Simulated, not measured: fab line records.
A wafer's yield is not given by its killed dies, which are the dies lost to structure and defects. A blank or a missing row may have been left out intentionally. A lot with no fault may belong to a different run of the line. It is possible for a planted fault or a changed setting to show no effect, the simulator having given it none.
Which tool did it? / flow n5_finfet / 9 lots with 27 wafers sampled at 5 steps, on a route of 1938 steps

== WHAT THE GAUGES READ, wafer by wafer ==
N5_BEOL_M1_THK_MEAS_53: measures by xrf.
lot=L761; measured=day 6 09:58; on=film_metro-02; M1_THK (nm)=41.3 38.9 43.1
lot=L762; measured=day 6 15:34; on=film_metro-01; M1_THK (nm)=42.1 43.1 41.8
lot=L767; measured=day 7 18:29; on=film_metro-01; M1_THK (nm)=36.5 41.0 40.5
lot=L768; measured=day 8 06:10; on=film_metro-01; M1_THK (nm)=42.0 41.6 41.3
lot=L775; measured=day 9 22:08; on=film_metro-01; M1_THK (nm)=37.1 33.2 37.7
lot=L780; measured=day 11 07:14; on=film_metro-02; M1_THK (nm)=39.3 41.4 40.8
lot=L781; measured=day 11 07:23; on=film_metro-01; M1_THK (nm)=38.0 40.6 40.2
lot=L782; measured=day 12 05:25; on=film_metro-01; M1_THK (nm)=38.4 35.4 40.2
lot=L783; measured=day 12 08:07; on=film_metro-01; M1_THK (nm)=39.9 39.2 37.0

== WHAT TOOL EACH LOT RAN ON (gives the tool, then ch and the chambers of the sampled wafers, and finally the start) ==
lot=L761; N5_BEOL_M0_DEP_125=pecvd-02 ch 0,1,2, day 5 23:49; N5_BEOL_M1_SPUTTER_81=pvd_sputter-01, day 6 07:44; N5_BEOL_M1_ANNEAL_91=pvd_sputter-01, day 6 08:28; N5_BEOL_M1_SPUTTER_94=pvd_sputter-01, day 6 08:50
lot=L762; N5_BEOL_M0_DEP_125=pecvd-02 ch 0,2, day 6 08:03; N5_BEOL_M1_SPUTTER_81=pvd_sputter-02, day 6 13:20; N5_BEOL_M1_ANNEAL_91=pvd_sputter-02, day 6 14:04; N5_BEOL_M1_SPUTTER_94=pvd_sputter-02, day 6 14:26
lot=L767; N5_BEOL_M0_DEP_125=pecvd-01 ch 1,2, day 7 10:10; N5_BEOL_M1_SPUTTER_81=pvd_sputter-01, day 7 16:20; N5_BEOL_M1_ANNEAL_91=pvd_sputter-01, day 7 17:05; N5_BEOL_M1_SPUTTER_94=pvd_sputter-01, day 7 17:26
lot=L768; N5_BEOL_M0_DEP_125=pecvd-03 ch 0,1,2, day 7 20:52; N5_BEOL_M1_SPUTTER_81=pvd_sputter-02, day 8 04:04; N5_BEOL_M1_ANNEAL_91=pvd_sputter-02, day 8 04:48; N5_BEOL_M1_SPUTTER_94=pvd_sputter-02, day 8 05:10
lot=L775; N5_BEOL_M0_DEP_125=pecvd-03 ch 0,1,2, day 9 13:23; N5_BEOL_M1_SPUTTER_81=pvd_sputter-02, day 9 20:02; N5_BEOL_M1_ANNEAL_91=pvd_sputter-02, day 9 20:46; N5_BEOL_M1_SPUTTER_94=pvd_sputter-02, day 9 21:08
lot=L780; N5_BEOL_M0_DEP_125=pecvd-01 ch 1,2, day 10 20:04; N5_BEOL_M1_SPUTTER_81=pvd_sputter-01, day 11 05:07; N5_BEOL_M1_ANNEAL_91=pvd_sputter-01, day 11 05:52; N5_BEOL_M1_SPUTTER_94=pvd_sputter-01, day 11 06:13
lot=L781; N5_BEOL_M0_DEP_125=pecvd-02 ch 0,1, day 10 23:20; N5_BEOL_M1_SPUTTER_81=pvd_sputter-03, day 11 05:17; N5_BEOL_M1_ANNEAL_91=pvd_sputter-03, day 11 06:01; N5_BEOL_M1_SPUTTER_94=pvd_sputter-03, day 11 06:23
lot=L782; N5_BEOL_M0_DEP_125=pecvd-01 ch 1,2, day 11 00:13; N5_BEOL_M1_SPUTTER_81=pvd_sputter-02, day 12 03:18; N5_BEOL_M1_ANNEAL_91=pvd_sputter-02, day 12 04:02; N5_BEOL_M1_SPUTTER_94=pvd_sputter-02, day 12 04:24
lot=L783; N5_BEOL_M0_DEP_125=pecvd-02 ch 0,1,2, day 11 18:01; N5_BEOL_M1_SPUTTER_81=pvd_sputter-01, day 12 05:55; N5_BEOL_M1_ANNEAL_91=pvd_sputter-01, day 12 06:40; N5_BEOL_M1_SPUTTER_94=pvd_sputter-01, day 12 07:01
- N5_BEOL_M0_DEP_125: deposits SiCN from 3MS/NH3, target thk 8 nm, time 14 s.
- N5_BEOL_M1_SPUTTER_81: material Cu, target thk 4.5 nm, time 8.29 s.
- N5_BEOL_M1_ANNEAL_91: time 240 s.
- N5_BEOL_M1_SPUTTER_94: material Cu, target thk 4.5 nm, time 8.29 s.

== THE ANSWER, worked out from the rows above alone ==
Rule: what is usual is taken from the lots themselves. Put in order of their means at a reading, lots are off if they are a third of the lots or fewer, leave a main group of 4 or more, and stand apart from it by a gap of 3 or more times the standard deviation of the main group's means; of several such gaps the widest counts. Not used: any main group whose means are identical at the precision the tables above print for the reading. Also off: a lot with no number at a reading for which 4 or more lots have one. All remaining lots with rows at the step are treated as sound.
No lot is off at any reading shown: from this, nothing can be told.

== WHAT THE SIMULATOR HAD PUT IN ==
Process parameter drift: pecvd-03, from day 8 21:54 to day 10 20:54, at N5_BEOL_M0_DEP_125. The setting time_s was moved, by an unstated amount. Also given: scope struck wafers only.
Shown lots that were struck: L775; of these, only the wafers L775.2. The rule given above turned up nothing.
